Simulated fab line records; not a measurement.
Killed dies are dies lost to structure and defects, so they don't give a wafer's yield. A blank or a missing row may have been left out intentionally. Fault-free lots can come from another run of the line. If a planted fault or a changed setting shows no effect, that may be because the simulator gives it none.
Split-lot trial    flow n5_finfet    on a route of 1938 steps: 7 lots, 21 wafers read

## SPLIT DETAILS
At N5_BEOL_M1_ETCH_64 (etches SOC in N2/H2, target depth 75 nm, overetch 15 nm, time 112.5 s), the setting bias_w was moved away from the recipe's 150 W on 7 of the 21 wafers read, by -16.7% to +17.7%. The other wafers ran this setting at the recipe's value.

The reading is taken at the split's own step.

## THE READING
rf_vpp_V, in V, at N5_BEOL_M1_ETCH_64 (etches SOC in N2/H2, target depth 75 nm, overetch 15 nm, time 112.5 s). Fault-free wafers of this fab line usually give 523.6 V, standard deviation 2.1 V.

wafer   tool, chamber at the split  bias_w as run, W  against the recipe  rf_vpp_V, V  against lot-mates on the recipe
L074.3  rie_diel-03, 3              175.1             +16.7%              580.1        +53.0
L074.5  rie_diel-03, 3              150               recipe              527.1        -
L074.6  rie_diel-03, 0              175.1             +16.7%              578.3        +51.2
L081.1  rie_diel-03, 2              124.9             -16.7%              462.2        -60.7
L081.2  rie_diel-03, 3              150               recipe              525.8        -
L081.6  rie_diel-03, 2              150               recipe              520.0        -
L082.2  rie_diel-04, 0              150               recipe              526.6        -
L082.3  rie_diel-04, 2              176.5             +17.7%              581.9        +56.3
L082.4  rie_diel-04, 1              150               recipe              524.6        -
L089.2  rie_diel-04, 0              150               recipe              525.9        -
L089.4  rie_diel-04, 3              150               recipe              521.1        -
L089.6  rie_diel-04, 0              150               recipe              527.5        -
L092.1  rie_diel-04, 2              150               recipe              524.9        -
L092.3  rie_diel-04, 3              150               recipe              519.6        -
L092.5  rie_diel-04, 3              150               recipe              519.9        -
L093.2  rie_diel-01, 0              150               recipe              525.3        -
L093.4  rie_diel-01, 2              150               recipe              521.8        -
L093.6  rie_diel-01, 0              174.9             +16.6%              576.9        +53.4
L096.1  rie_diel-03, 3              130               -13.3%              480.0        -44.8
L096.5  rie_diel-03, 0              150               recipe              524.8        -
L096.6  rie_diel-03, 3              130               -13.3%              479.9        -44.9

THE FIT
A straight line over all 21 wafers: rf_vpp_V changes by +3.35 V for each +1% of bias_w; r = +1.00; the points scatter about the line by 2.8 V.
The same after taking each lot's own level away (the mean of its wafers on the recipe; 21 wafers): +3.28 V for each +1%; r = +1.00; scatter 2.4 V.
Per that fit: largest bias_w move, reading shift of 58 V.
The span of the lots' own levels, 521.47 to 527.10 V, comes to 2.7 times the standard deviation stated above.
The two slopes are in agreement: the lot-to-lot level therefore moves the slope only a little.
Check: with one of the wafers moved furthest among these (+17.7%) left out of the fit, the line predicts +57.5 V for it against its lot-mates. It came out at +56.3 V against them.
Tool readings at the split's step, against how far the setting was moved: rf_vpp_V r = +1.00.

## THE OTHER SPLITS THESE WAFERS WENT THROUGH
Note: prior to the reading, these wafers also went through further splits. Each is held against what the fit with the lots' levels taken away leaves over:
other split on the same wafers             wafers away from the commonest value  r with rf_vpp_V (lot level and that fit taken away)
N5_BEOL_M0_SAQP_SPACER1_ALD_98 ald_cycles  6                                     -0.20
N5_BEOL_M0_SAQP_ETCH_106 target_depth_a    10                                    -0.13
N5_BEOL_M0_ETCH_128 source_w               3                                     -0.01

## THE WHOLE CHAIN: every reading that the file lists as answering this split, in the file's order
step                what it does                                                           reading                                                                           change (the file's fit)                 r (the file's)
N5_BEOL_M1_ETCH_64  etches SOC in N2/H2, target depth 75 nm, overetch 15 nm, time 112.5 s  rf_vpp_V                                                                          +3.29 V for each +1% of the setting     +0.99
N5_BEOL_M1_ETCH_64  etches SOC in N2/H2, target depth 75 nm, overetch 15 nm, time 112.5 s  SiARC_of_BEOL_M1_COAT_62.thk_nm (the simulator's own value, which no gauge read)  -0.0664 nm for each +1% of the setting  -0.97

## THE FILE'S OWN FIT
rf_vpp_V changes by +3.29 V for each +1% of bias_w, r = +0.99.
